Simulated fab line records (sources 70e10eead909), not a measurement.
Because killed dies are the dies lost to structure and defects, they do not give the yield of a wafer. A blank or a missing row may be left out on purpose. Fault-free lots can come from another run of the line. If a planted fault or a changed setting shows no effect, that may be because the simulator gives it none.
Chamber matching || flow nand_harc || rie_diel-08 running NHARC_A_CHANNEL_HOLE_D1_ETCH_38: 4 sister chambers
The step etches the open film in CF4, target depth 39 nm, time 65 s. 8 wafers are shown with their chamber, then 10 later ones without.

## EACH WAFER AND ITS CHAMBER
{"wafer": "L080.1", "chamber": 2, "oes_product_au (a.u.)": 0.991, "rf_vpp_V (V)": 151.3}
{"wafer": "L080.5", "chamber": 0, "oes_product_au (a.u.)": 0.986, "rf_vpp_V (V)": 151.8}
{"wafer": "L082.6", "chamber": 3, "oes_product_au (a.u.)": 1.012, "rf_vpp_V (V)": 153.4}
{"wafer": "L087.1", "chamber": 0, "oes_product_au (a.u.)": 0.993, "rf_vpp_V (V)": 150.9}
{"wafer": "L087.4", "chamber": 1, "oes_product_au (a.u.)": 0.984, "rf_vpp_V (V)": 151.6}
{"wafer": "L087.6", "chamber": 1, "oes_product_au (a.u.)": 0.979, "rf_vpp_V (V)": 150.7}
{"wafer": "L088.2", "chamber": 3, "oes_product_au (a.u.)": 1.003, "rf_vpp_V (V)": 151.7}
{"wafer": "L088.3", "chamber": 2, "oes_product_au (a.u.)": 0.979, "rf_vpp_V (V)": 151.5}

## WAFERS WITH NO CHAMBER GIVEN
{"wafer": "L088.6", "oes_product_au (a.u.)": 0.987, "rf_vpp_V (V)": 150.8}
{"wafer": "L092.3", "oes_product_au (a.u.)": 0.988, "rf_vpp_V (V)": 151.9}
{"wafer": "L092.4", "oes_product_au (a.u.)": 1.006, "rf_vpp_V (V)": 152.1}
{"wafer": "L092.6", "oes_product_au (a.u.)": 0.979, "rf_vpp_V (V)": 149.8}
{"wafer": "L094.1", "oes_product_au (a.u.)": 0.985, "rf_vpp_V (V)": 150.9}
{"wafer": "L094.2", "oes_product_au (a.u.)": 0.974, "rf_vpp_V (V)": 151.3}
{"wafer": "L094.5", "oes_product_au (a.u.)": 0.994, "rf_vpp_V (V)": 152.7}
{"wafer": "L096.1", "oes_product_au (a.u.)": 0.969, "rf_vpp_V (V)": 151.8}
{"wafer": "L096.2", "oes_product_au (a.u.)": 0.994, "rf_vpp_V (V)": 151.3}
{"wafer": "L096.6", "oes_product_au (a.u.)": 0.998, "rf_vpp_V (V)": 153.7}

## CHAMBER TAKEN BY EACH
{"wafer": "L088.6", "from the rows above": "can't be placed: 0 or 2 or 1", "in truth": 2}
{"wafer": "L092.3", "from the rows above": "can't be placed: 0 or 2 or 1", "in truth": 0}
{"wafer": "L092.4", "from the rows above": 3, "in truth": 3}
{"wafer": "L092.6", "from the rows above": "can't be placed: 1 or 2 or 0", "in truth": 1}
{"wafer": "L094.1", "from the rows above": "can't be placed: 1 or 2 or 0", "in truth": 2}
{"wafer": "L094.2", "from the rows above": "can't be placed: 1 or 2 or 0", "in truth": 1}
{"wafer": "L094.5", "from the rows above": "can't be placed: 0 or 3 or 2 or 1", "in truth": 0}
{"wafer": "L096.1", "from the rows above": "can't be placed: 1 or 2 or 0", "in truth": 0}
{"wafer": "L096.2", "from the rows above": "can't be placed: 0 or 2 or 1", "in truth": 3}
{"wafer": "L096.6", "from the rows above": "can't be placed: 3 or 0 or 2", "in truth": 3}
Placed correctly: 1 of 10. Unplaceable from these rows: 9, with the true chamber sitting among the candidates in 8. Placed wrongly: 0.
How it was worked out, from the rows above alone: a wafer's distance from a chamber is the root of the sum, over the readings, of the square of ((its reading less the chamber's mean) divided by the reading's scatter). If the next closest chamber is less than 2 further off than the closest, the wafer can't be placed; otherwise it belongs to the closest. Each chamber's mean is taken over the wafers shown for it. How the scatter is found: for the shown wafers, subtract from each reading the mean of its chamber, square and add these, divide the total by (wafers less chambers), then take the root.
